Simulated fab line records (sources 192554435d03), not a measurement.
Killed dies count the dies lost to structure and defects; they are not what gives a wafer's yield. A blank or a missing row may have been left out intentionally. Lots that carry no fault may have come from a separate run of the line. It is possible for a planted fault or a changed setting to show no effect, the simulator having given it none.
Which of the tools did it?	flow n5_finfet	Sampling: 9 lots, 27 wafers, 3 of 1938 route steps

== WHAT THE GAUGES READ, wafer by wafer ==
N5_SD_EPI_P_EPI_MEAS_23.
lot	measured	on	thk_nm (nm)
L364	day 3 11:37	film_metro-02	63.1 61.9 60.7
L366	day 3 21:25	film_metro-02	59.0 58.0 62.6
L368	day 4 13:12	film_metro-02	63.5 62.1 63.9
L370	day 4 22:53	film_metro-01	59.6 59.9 62.5
L371	day 5 05:58	film_metro-02	60.2 59.2 61.3
L373	day 5 15:44	film_metro-01	60.2 57.9 60.3
L383	day 8 06:16	film_metro-02	41.3 44.3 44.4
L384	day 8 11:14	film_metro-02	42.5 43.5 45.5
L387	day 9 05:48	film_metro-01	62.3 62.8 63.2

== WHICH TOOL RAN EACH LOT (tool, then ch and the chambers of the sampled wafers, then the start) ==
lot	N5_SD_EPI_N_LINER_46	N5_SD_EPI_P_EPI_21
L364	ald_sin-02 ch 0,1, day 3 06:47	epi_rpcvd-02 ch 0, day 3 10:08
L366	ald_sin-01 ch 0,2,3, day 3 17:14	epi_rpcvd-02 ch 0, day 3 19:13
L368	ald_sin-04 ch 2,3, day 4 08:23	epi_rpcvd-04 ch 0, day 4 11:00
L370	ald_sin-02 ch 0,1,2, day 4 18:43	epi_rpcvd-02 ch 0, day 4 20:41
L371	ald_sin-02 ch 1,2,3, day 5 01:07	epi_rpcvd-02 ch 0, day 5 03:46
L373	ald_sin-02 ch 0,1,2, day 5 11:26	epi_rpcvd-02 ch 0, day 5 13:53
L383	ald_sin-04 ch 2,3, day 8 01:47	epi_rpcvd-02 ch 0, day 8 04:05
L384	ald_sin-04 ch 1,3, day 8 06:58	epi_rpcvd-02 ch 0, day 8 09:24
L387	ald_sin-02 ch 0,1,3, day 9 00:48	epi_rpcvd-01 ch 0, day 9 02:53
- N5_SD_EPI_N_LINER_46: material SiNx, target thk 3 nm.
- N5_SD_EPI_P_EPI_21: deposits SiGe:B, time 355 s.

== THE ANSWER, worked out from the rows above alone ==
Rule: usual is defined by the lots themselves. Put in order of their means at a reading, lots are off if they are a third of the lots or fewer, leave a main group of 4 or more, and stand apart from it by a gap of 3 or more times the standard deviation of the main group's means; of several such gaps the widest counts. If all means in a main group match to the digits the tables above print for the reading, that group is not used. Also off: a lot with no number at a reading for which 4 or more lots have one. Where the step has rows for the other lots, those lots are counted as sound.
Off: L383, L384 (N5_SD_EPI_P_EPI_MEAS_23, thk_nm). The main group: mean 61.2 nm, standard deviation 1.4.
If a tool, at a process step before that reading, ran all the lots that are off and no sound lot after the first of them, it fits. The gauges at N5_SD_EPI_P_EPI_MEAS_23 are tried like those tools. Can't be told from this: 3 tools fit, ald_sin-04 at N5_SD_EPI_N_LINER_46, epi_rpcvd-02 at N5_SD_EPI_P_EPI_21, film_metro-02 at N5_SD_EPI_P_EPI_MEAS_23.

== WHAT THE SIMULATOR HAD INSERTED ==
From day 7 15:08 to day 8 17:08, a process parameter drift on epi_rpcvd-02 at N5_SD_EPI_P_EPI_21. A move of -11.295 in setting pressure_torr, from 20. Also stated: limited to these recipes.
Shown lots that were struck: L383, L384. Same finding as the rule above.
